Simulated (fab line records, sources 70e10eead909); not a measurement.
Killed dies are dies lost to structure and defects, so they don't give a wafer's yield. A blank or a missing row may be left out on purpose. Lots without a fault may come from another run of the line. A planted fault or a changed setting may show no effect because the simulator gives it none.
fab line records | flow nand_harc
record lots=24 wafers=72 last_day=32
route steps=1302 shown P_GATE@174 P_CONTACT@244 P_M0@274 P_M1@307
lots that met no fault: from a run of the same line without faults
start_h: hours from the record's first day to the start of the lot's first wafer shown | wait_h: hours since the lot's step before | " the same as in the row above | L1.1+2: a row that stands for several wafers | - no value, or no start given | * or withheld: withheld | < > ~ a bound
route shown NAME@n: a module of which the file shows steps, and the number in the route of the first | usual: mean/standard deviation of fault-free wafers | same: alike in all rows | chamber/n: place in a boat | sites: the reading at each site | _std_site: their standard deviation | _edge_site: outer sites' mean less inner sites' | radius_mm: how far each site lies from the wafer's centre | mask NAME#n: copy n | behind: the tool/chamber that last shaped the wafer | hold: why the lot was held/for how many hours/how that ended | device: the transistor (n, p or np) that didn't switch | end of line: the same wafers' tests at the end of the route | a step without rows: its recipe alone | killed: dies lost to structure and defects at the first sort, not the wafer's yield | map: a wafer's dies, x killed, . not, _ none there
set.NAME: the setting as run; set.NAME@STEP: as run at that earlier step | model.NAME: the simulator's own value behind a step, which no gauge read
steps of the route over a sample of lots; a table a step, a row a wafer
services: from which hour (start_h, from the record's first day; less than 0 if before it) a tool's chamber was out of use, for how many hours, and why
## steps
# step NHARC_P_GATE_STRIP_111
# recipe power_w=1500 temp_c=110 time_s=250 chemistry=N2/H2
# usual drypump_motor_current_A=5.16/0.26 heater_power_w=92/7.6
# columns lot.wafer tool chamber start_h wait_h drypump_motor_current_A heater_power_w rf_hours_counter_h
L074.2 plasma_asher-02 1 110.06 0.2 4.88 95 5
L074.1 " 0 " " 5.19 85 5
L074.6 " 0 " " 5.19 84 -
L075.1 plasma_asher-02 1 124.79 0.2 4.85 93 7
L075.4 " 0 " " 5.20 85 -
L075.5 " 1 " " 4.85 91 -
L076.1 plasma_asher-02 1 127.25 0.2 4.91 94 8
L076.4 " 0 " " 5.20 84 -
L076.5 " 1 " " 4.90 94 -
L077.2 plasma_asher-01 0 137.60 0.2 5.06 91 30
L077.4 " 1 " " 5.56 106 -
L077.5 " 1 " " 5.56 104 -
L078.2 plasma_asher-01 0 152.48 0.2 5.02 89 33
L078.1 " 1 " " 5.59 105 33
L078.6 " 0 " " 5.02 93 -
L079.2 plasma_asher-02 1 157.68 0.2 4.86 92 15
L079.4 " 1 " " 4.84 94 -
L079.5 " 1 " " 4.84 92 -
L080.1 plasma_asher-02 0 169.25 0.2 5.19 85 18
L080.2 " 1 " " 4.87 96 18
L080.6 " 0 " " 5.19 83 -
L081.1 plasma_asher-01 1 177.04 0.2 5.55 103 0
L081.4 " 1 " " 5.59 103 -
L081.5 " 1 " " 5.56 104 -
L082.4 plasma_asher-02 0 191.72 0.2 5.20 84 -
L082.3 " 1 " " 4.88 94 -
L082.5 " 1 " " 4.87 92 -
L083.3 plasma_asher-02 0 200.23 0.2 5.20 85 -
L083.4 " 1 " " 4.88 92 -
L083.6 " 1 " " 4.88 94 -
L084.1 plasma_asher-02 0 213.68 0.2 5.21 85 26
L084.4 " 0 " " 5.21 85 -
L084.5 " 0 " " 5.22 87 -
L085.2 plasma_asher-01 1 219.76 0.2 5.57 108 8
L085.3 " 1 " " 5.56 102 -
L085.6 " 0 " " 5.01 88 -
L086.1 plasma_asher-02 0 232.57 0.2 5.19 86 30
L086.4 " 0 " " 5.19 85 -
L086.3 " 1 " " 4.90 92 -
L087.2 plasma_asher-02 0 236.27 0.2 5.22 84 31
L087.1 " 1 " " 4.87 95 31
L087.3 " 1 " " 4.91 94 -
L089.2 plasma_asher-01 0 258.13 0.2 5.01 89 18
L089.4 " 1 " " 5.59 106 -
L089.5 " 1 " " 5.58 106 -
L088.2 plasma_asher-01 0 261.03 0.2 5.00 86 18
L088.5 " 1 " " 5.59 107 -
L088.6 " 0 " " 5.02 89 -
L090.2 plasma_asher-02 1 271.45 0.2 4.87 94 3
L090.4 " 1 " " 4.89 95 -
L090.5 " 1 " " 4.86 92 -
L091.2 plasma_asher-01 1 276.41 0.2 5.59 102 22
L091.4 " 1 " " 5.57 106 -
L091.3 " 0 " " 5.01 88 -
L092.2 plasma_asher-02 0 288.60 0.2 5.19 84 6
L092.4 " 0 " " 5.21 83 -
L092.6 " 0 " " 5.20 86 -
L093.2 plasma_asher-01 0 299.63 0.2 5.01 90 25
L093.1 " 1 " " 5.58 106 25
L093.5 " 0 " " 5.03 89 -
L094.1 plasma_asher-01 0 305.92 0.2 5.02 85 27
L094.2 " 1 " " 5.60 103 27
L094.3 " 0 " " 5.04 86 -
L095.2 plasma_asher-01 1 318.60 0.2 5.58 105 31
L095.1 " 0 " " 5.02 88 31
L095.6 " 1 " " 5.56 105 -
L096.1 plasma_asher-01 0 328.41 0.2 5.05 88 33
L096.4 " 0 " " 5.01 88 -
L096.6 " 1 " " 5.58 106 -
L097.1 plasma_asher-02 0 335.83 0.2 5.19 84 17
L097.3 " 0 " " 5.19 84 -
L097.5 " 0 " " 5.20 84 -
# step NHARC_P_GATE_DEGAS_109
# recipe temp_c=300 time_s=60
# usual heater_power_w=484/55
# columns lot.wafer tool chamber start_h wait_h heater_power_w
L074.2 pvd_sputter-02 - 115.15 0.1 471
L074.1 " - " " 612
L074.6 " - " " 475
L075.1 pvd_sputter-02 - 129.56 0.1 449
L075.4 " - " " 608
L075.5 " - " " 417
L076.1 pvd_sputter-03 - 132.27 0.1 509
L076.4 " - " " 477
L076.5 " - " " 505
L077.4 pvd_sputter-02 - 142.74 0.1 461
L077.2 " - " " 461
L077.5 " - " " 416
L078.2 pvd_sputter-02 - 157.42 0.1 415
L078.1 " - " " 455
L078.6 " - " " 422
L079.2 pvd_sputter-02 - 162.56 0.1 457
L079.4 " - " " 414
L079.5 " - " " 624
L080.1 pvd_sputter-01 - 174.43 0.1 516
L080.2 " - " " 471
L080.6 " - " " 516
L081.4 pvd_sputter-01 - 182.23 0.1 514
L081.1 " - " " 466
L081.5 " - " " 463
L082.4 pvd_sputter-02 - 196.57 0.1 609
L082.3 " - " " 422
L082.5 " - " " 446
L083.4 pvd_sputter-03 - 204.96 0.1 517
L083.3 " - " " 442
L083.6 " - " " 520
L084.1 pvd_sputter-01 - 218.59 0.1 452
L084.4 " - " " 515
L084.5 " - " " 446
L085.3 pvd_sputter-01 - 224.66 0.1 507
L085.2 " - " " 448
L085.6 " - " " 516
L086.1 pvd_sputter-02 - 237.52 0.1 475
L086.4 " - " " 619
L086.3 " - " " 418
L087.2 pvd_sputter-02 - 241.23 0.1 460
L087.1 " - " " 422
L087.3 " - " " 610
L089.4 pvd_sputter-02 - 262.90 0.1 450
L089.2 " - " " 476
L089.5 " - " " 412
L088.2 pvd_sputter-03 - 266.03 0.1 534
L088.6 " - " " 559
L088.5 " - " " 483
L090.4 pvd_sputter-01 - 276.38 0.1 445
L090.2 " - " " 454
L090.5 " - " " 523
L091.3 pvd_sputter-02 - 281.21 0.1 612
L091.4 " - " " 459
L091.2 " - " " 471
L092.4 pvd_sputter-02 - 293.53 0.1 455
L092.2 " - " " 418
L092.6 " - " " 407
L093.1 pvd_sputter-01 - 304.59 0.1 454
L093.2 " - " " 524
L093.5 " - " " 461
L094.3 pvd_sputter-03 - 310.99 0.1 493
L094.1 " - " " 430
L094.2 " - " " 516
L095.1 pvd_sputter-03 - 323.64 0.1 523
L095.2 " - " " 549
L095.6 " - " " 542
L096.4 pvd_sputter-01 - 333.59 0.1 448
L096.1 " - " " 521
L096.6 " - " " 459
L097.1 pvd_sputter-01 - 341.08 0.1 454
L097.3 " - " " 458
L097.5 " - " " 521
# step NHARC_P_GATE_RTA_80
# recipe temp_c=300 time_s=30
# usual anneal_temp_c_max=300.76/0.23 wafer_temp_C_max=301.4/0.42
# columns lot.wafer tool chamber start_h wait_h anneal_temp_c_max wafer_temp_C_max
L074.1 rtp_anneal-01 0 115.44 - 300.73 301.9
L074.2 " 0 " " 301.14 301.6
L074.6 " 0 " " 300.41 302.2
L075.1 rtp_anneal-01 0 129.86 - 301.07 301.4
L075.4 " 0 " " 300.67 301.7
L075.5 " 0 " " 300.92 301.4
L076.1 rtp_anneal-02 0 132.57 - 300.66 300.7
L076.4 " 0 " " 300.60 301.3
L076.5 " 0 " " 300.49 301.1
L077.2 rtp_anneal-02 0 143.06 - 300.61 300.9
L077.4 " 0 " " 300.80 301.2
L077.5 " 0 " " 300.83 300.6
L078.1 rtp_anneal-02 0 157.71 - 300.30 300.9
L078.2 " 0 " " 300.55 300.8
L078.6 " 0 " " 300.45 301.0
L079.2 rtp_anneal-02 0 162.88 - 300.91 300.8
L079.4 " 0 " " 301.17 301.2
L079.5 " 0 " " 301.21 301.0
L080.1 rtp_anneal-01 0 174.72 - 300.68 301.5
L080.2 " 0 " " 300.54 301.9
L080.6 " 0 " " 300.67 301.8
L081.1 rtp_anneal-01 0 182.53 - 300.63 301.5
L081.4 " 0 " " 300.52 302.2
L081.5 " 0 " " 300.91 301.8
L082.3 rtp_anneal-02 0 196.92 - 300.64 300.9
L082.4 " 0 " " 300.36 301.2
L082.5 " 0 " " 300.80 301.3
L083.3 rtp_anneal-01 0 205.31 - 301.32 301.4
L083.4 " 0 " " 300.83 301.7
L083.6 " 0 " " 300.48 301.6
L084.1 rtp_anneal-01 0 218.88 - 301.03 302.0
L084.4 " 0 " " 300.87 302.0
L084.5 " 0 " " 300.83 301.4
L085.2 rtp_anneal-01 0 224.98 - 300.77 301.5
L085.3 " 0 " " 300.68 301.4
L085.6 " 0 " " 300.68 300.8
L086.1 rtp_anneal-02 0 237.82 - 300.91 300.7
L086.3 " 0 " " 300.34 300.4
L086.4 " 0 " " 300.59 301.0
L087.1 rtp_anneal-01 0 241.52 - 301.23 301.8
L087.2 " 0 " " 301.20 301.7
L087.3 " 0 " " 300.70 301.3
L089.2 rtp_anneal-01 0 263.22 - 301.00 302.0
L089.4 " 0 " " 300.61 301.3
L089.5 " 0 " " 300.65 301.9
L088.2 rtp_anneal-01 0 266.35 - 300.63 301.8
L088.5 " 0 " " 300.69 302.3
L088.6 " 0 " " 300.46 302.5
L090.2 rtp_anneal-01 0 276.71 - 301.01 301.9
L090.4 " 0 " " 300.52 301.3
L090.5 " 0 " " 300.66 301.7
L091.2 rtp_anneal-02 0 281.54 - 300.71 300.7
L091.3 " 0 " " 300.41 300.9
L091.4 " 0 " " 300.46 301.0
L092.2 rtp_anneal-01 0 293.85 - 300.75 301.6
L092.4 " 0 " " 301.00 302.0
L092.6 " 0 " " 300.41 301.3
L093.1 rtp_anneal-02 0 304.88 - 301.01 301.2
L093.2 " 0 " " 300.93 300.5
L093.5 " 0 " " 300.70 301.6
L094.1 rtp_anneal-01 0 311.28 - 300.86 301.4
L094.2 " 0 " " 300.67 301.4
L094.3 " 0 " " 300.79 301.4
L095.1 rtp_anneal-01 0 323.94 - 300.95 301.2
L095.2 " 0 " " 300.36 301.6
L095.6 " 0 " " 300.45 301.1
L096.1 rtp_anneal-02 0 333.89 - 300.83 301.2
L096.4 " 0 " " 300.80 301.0
L096.6 " 0 " " 300.72 301.1
L097.1 rtp_anneal-02 0 341.37 - 300.62 301.4
L097.3 " 0 " " 300.95 301.2
L097.5 " 0 " " 300.77 301.1
# step NHARC_P_CONTACT_DEGAS_38
# recipe temp_c=300 time_s=60
# usual heater_power_w=492/59
# columns lot.wafer tool chamber start_h wait_h heater_power_w
L074.2 pvd_sputter-02 - 119.35 - 477
L074.1 " - " " 607
L074.6 " - " " 470
L075.1 pvd_sputter-02 - 133.77 - 462
L075.4 " - " " 477
L075.5 " - " " 475
L076.4 pvd_sputter-01 - 136.49 - 451
L076.1 " - " " 453
L076.5 " - " " 518
L077.2 pvd_sputter-02 - 147.09 - 471
L077.4 " - " " 462
L077.5 " - " " 609
L078.1 pvd_sputter-01 - 161.80 - 444
L078.2 " - " " 450
L078.6 " - " " 482
L079.2 pvd_sputter-02 - 166.87 - 610
L079.4 " - " " 414
L079.5 " - " " 618
L080.2 pvd_sputter-02 - 178.75 - 418
L080.1 " - " " 618
L080.6 " - " " 416
L081.1 pvd_sputter-01 - 186.62 - 523
L081.4 " - " " 443
L081.5 " - " " 517
L082.4 pvd_sputter-01 - 201.02 - 469
L082.3 " - " " 455
L082.5 " - " " 468
L083.3 pvd_sputter-01 - 209.28 - 456
L083.4 " - " " 518
L083.6 " - " " 466
L084.4 pvd_sputter-02 - 223.03 - 613
L084.1 " - " " 467
L084.5 " - " " 468
L085.3 pvd_sputter-03 - 229.11 - 484
L085.2 " - " " 433
L085.6 " - " " 544
L086.3 pvd_sputter-03 - 241.85 - 521
L086.4 " - " " 540
L086.1 " - " " 424
L087.2 pvd_sputter-02 - 245.56 - 472
L087.1 " - " " 611
L087.3 " - " " 460
L089.2 pvd_sputter-02 - 267.23 - 478
L089.4 " - " " 469
L089.5 " - " " 477
L088.2 pvd_sputter-02 - 270.37 - 606
L088.5 " - " " 469
L088.6 " - " " 614
L090.2 pvd_sputter-03 - 280.60 - 526
L090.4 " - " " 477
L090.5 " - " " 550
L091.2 pvd_sputter-01 - 285.55 - 450
L091.4 " - " " 460
L091.3 " - " " 455
L092.4 pvd_sputter-01 - 297.87 - 454
L092.2 " - " " 454
L092.6 " - " " 443
L093.1 pvd_sputter-02 - 308.92 - 616
L093.2 " - " " 410
L093.5 " - " " 450
L094.3 pvd_sputter-01 - 315.44 - 450
L094.1 " - " " 452
L094.2 " - " " 519
L095.1 pvd_sputter-02 - 328.46 - 414
L095.2 " - " " 472
L095.6 " - " " 448
L096.4 pvd_sputter-03 - 338.18 - 472
L096.1 " - " " 434
L096.6 " - " " 533
L097.3 pvd_sputter-03 - 345.43 - 428
L097.1 " - " " 553
L097.5 " - " " 511
# step NHARC_P_M0_PVD_20
# recipe target_thk_a=50 bias_v=168.6 power_w=15000 chamber_pressure_pa=0.12 time_s=8.06 substrate_temp_c=50 material=TaN
# usual throttle_valve_pct=30.2/0.88
# columns lot.wafer tool chamber start_h wait_h throttle_valve_pct
L074.2 pvd_sputter-03 - - - 30.4
L074.1 " - " " 30.3
L074.6 " - " " 30.4
L075.1 pvd_sputter-01 - - - 29.9
L075.4 " - " " 31.0
L075.5 " - " " 30.9
L076.4 pvd_sputter-03 - - - 30.5
L076.1 " - " " 30.7
L076.5 " - " " 30.0
L077.4 pvd_sputter-01 - - - 30.9
L077.2 " - " " 30.8
L077.5 " - " " 31.2
L078.2 pvd_sputter-01 - - - 31.2
L078.1 " - " " 28.4
L078.6 " - " " 28.4
L079.2 pvd_sputter-01 - - - 28.4
L079.4 " - " " 29.8
L079.5 " - " " 28.3
L080.2 pvd_sputter-03 - - - 29.6
L080.1 " - " " 31.3
L080.6 " - " " 29.6
L081.4 pvd_sputter-03 - - - 31.2
L081.1 " - " " 29.4
L081.5 " - " " 31.0
L082.4 pvd_sputter-01 - - - 30.8
L082.3 " - " " 29.9
L082.5 " - " " 28.5
L083.3 pvd_sputter-02 - - - 31.3
L083.4 " - " " 30.5
L083.6 " - " " 30.8
L084.4 pvd_sputter-03 - - - 30.9
L084.1 " - " " 30.3
L084.5 " - " " 29.7
L085.3 pvd_sputter-02 - - - 29.9
L085.2 " - " " 30.4
L085.6 " - " " 30.1
L086.4 pvd_sputter-01 - - - 29.2
L086.3 " - " " 29.7
L086.1 " - " " 28.9
L087.3 pvd_sputter-01 - - - 29.2
L087.2 " - " " 29.6
L087.1 " - " " 29.9
L089.4 pvd_sputter-01 - - - 29.6
L089.2 " - " " 28.8
L089.5 " - " " 30.0
L088.2 pvd_sputter-02 - - - 29.6
L088.5 " - " " 30.1
L088.6 " - " " 29.8
L090.2 pvd_sputter-03 - - - 31.1
L090.4 " - " " 29.4
L090.5 " - " " 30.0
L091.3 pvd_sputter-01 - - - 28.7
L091.4 " - " " 30.2
L091.2 " - " " 28.9
L092.2 pvd_sputter-02 - - - 30.8
L092.4 " - " " 29.6
L092.6 " - " " 31.8
L093.1 pvd_sputter-03 - - - 29.4
L093.2 " - " " 31.1
L093.5 " - " " 30.6
L094.1 pvd_sputter-02 - - - 30.6
L094.3 " - " " 31.7
L094.2 " - " " 29.9
L095.1 pvd_sputter-01 - - - 30.0
L095.2 " - " " 28.6
L095.6 " - " " 30.0
L096.1 pvd_sputter-02 - - - 30.6
L096.4 " - " " 31.7
L096.6 " - " " 30.6
L097.1 pvd_sputter-02 - - - 29.7
L097.3 " - " " 29.5
L097.5 " - " " 30.8
# step NHARC_P_M1_PVD_20
# recipe target_thk_a=50 bias_v=168.6 power_w=15000 chamber_pressure_pa=0.12 time_s=8.06 substrate_temp_c=50 material=TaN
# usual throttle_valve_pct=30.2/0.78
# columns lot.wafer tool chamber start_h wait_h throttle_valve_pct
L074.2 pvd_sputter-02 - - - 30.6
L074.1 " - " " 29.8
L074.6 " - " " 30.6
L075.1 pvd_sputter-02 - - - 30.7
L075.4 " - " " 31.5
L075.5 " - " " 30.4
L076.4 pvd_sputter-01 - - - 28.4
L076.1 " - " " 30.6
L076.5 " - " " 28.6
L077.2 pvd_sputter-01 - - - 28.2
L077.4 " - " " 29.6
L077.5 " - " " 30.7
L078.1 pvd_sputter-02 - 170.04 - 29.9
L078.2 " - " " 31.3
L078.6 " - " " 31.3
L079.4 pvd_sputter-02 - - - 29.7
L079.2 " - " " 29.7
L079.5 " - " " 31.4
L080.2 pvd_sputter-03 - - - 29.8
L080.1 " - " " 30.6
L080.6 " - " " 30.0
L081.1 pvd_sputter-01 - - - 30.7
L081.4 " - " " 30.0
L081.5 " - " " 29.9
L082.4 pvd_sputter-02 - - - 29.5
L082.3 " - " " 29.8
L082.5 " - " " 30.2
L083.3 pvd_sputter-03 - - - 29.8
L083.4 " - " " 30.8
L083.6 " - " " 29.5
L084.1 pvd_sputter-02 - - - 29.7
L084.4 " - " " 30.0
L084.5 " - " " 29.6
L085.2 pvd_sputter-03 - - - 30.9
L085.3 " - " " 30.1
L085.6 " - " " 30.6
L086.3 pvd_sputter-02 - - - 29.6
L086.1 " - " " 29.9
L086.4 " - " " 31.1
L087.1 pvd_sputter-02 - - - 29.8
L087.2 " - " " 29.6
L087.3 " - " " 31.3
L089.2 pvd_sputter-03 - - - 29.4
L089.4 " - " " 30.7
L089.5 " - " " 29.5
L088.2 pvd_sputter-02 - - - 31.6
L088.6 " - " " 30.0
L088.5 " - " " 31.3
L090.2 pvd_sputter-01 - - - 28.5
L090.4 " - " " 29.6
L090.5 " - " " 30.1
L091.2 pvd_sputter-03 - - - 30.8
L091.3 " - " " 29.8
L091.4 " - " " 30.2
L092.2 pvd_sputter-02 - - - 31.7
L092.4 " - " " 29.4
L092.6 " - " " 31.8
L093.1 pvd_sputter-03 - - - 29.6
L093.2 " - " " 31.1
L093.5 " - " " 29.6
L094.3 pvd_sputter-01 - - - 29.1
L094.1 " - " " 29.9
L094.2 " - " " 28.7
L095.1 pvd_sputter-02 - - - 29.6
L095.2 " - " " 32.0
L095.6 " - " " 29.6
L096.4 pvd_sputter-02 - - - 31.5
L096.1 " - " " 29.9
L096.6 " - " " 31.7
L097.1 pvd_sputter-02 - - - 30.9
L097.3 " - " " 29.6
L097.5 " - " " 29.6
## services
# columns tool chamber start_h hours kind
pvd_sputter-02 - 104.00 10.0 pm
plasma_asher-01 - 105.05 0.5 repair
pvd_sputter-01 - 110.19 6.0 repair
plasma_asher-01 - 165.08 9.0 pm
plasma_asher-01 0 165.08 9.0 vent_cycle
plasma_asher-01 1 165.08 9.0 vent_cycle
plasma_asher-01 0 174.08 - clean
plasma_asher-01 1 174.08 - clean
pvd_sputter-02 - 187.88 6.7 repair
pvd_sputter-01 - 226.00 10.0 pm
pvd_sputter-03 - 247.90 3.4 repair
plasma_asher-02 - 249.13 9.0 pm
plasma_asher-02 0 249.13 9.0 vent_cycle
plasma_asher-02 1 249.13 9.0 vent_cycle
plasma_asher-02 0 258.13 - clean
plasma_asher-02 1 258.13 - clean
pvd_sputter-02 - 282.00 10.0 pm
plasma_asher-02 - 312.91 0.8 repair
plasma_asher-01 - 331.40 9.0 repair
plasma_asher-01 - 342.08 9.0 pm
plasma_asher-01 0 342.08 9.0 vent_cycle
plasma_asher-01 1 342.08 9.0 vent_cycle
pvd_sputter-03 - 348.01 10.0 pm
plasma_asher-01 0 351.08 - clean
## key
fault none
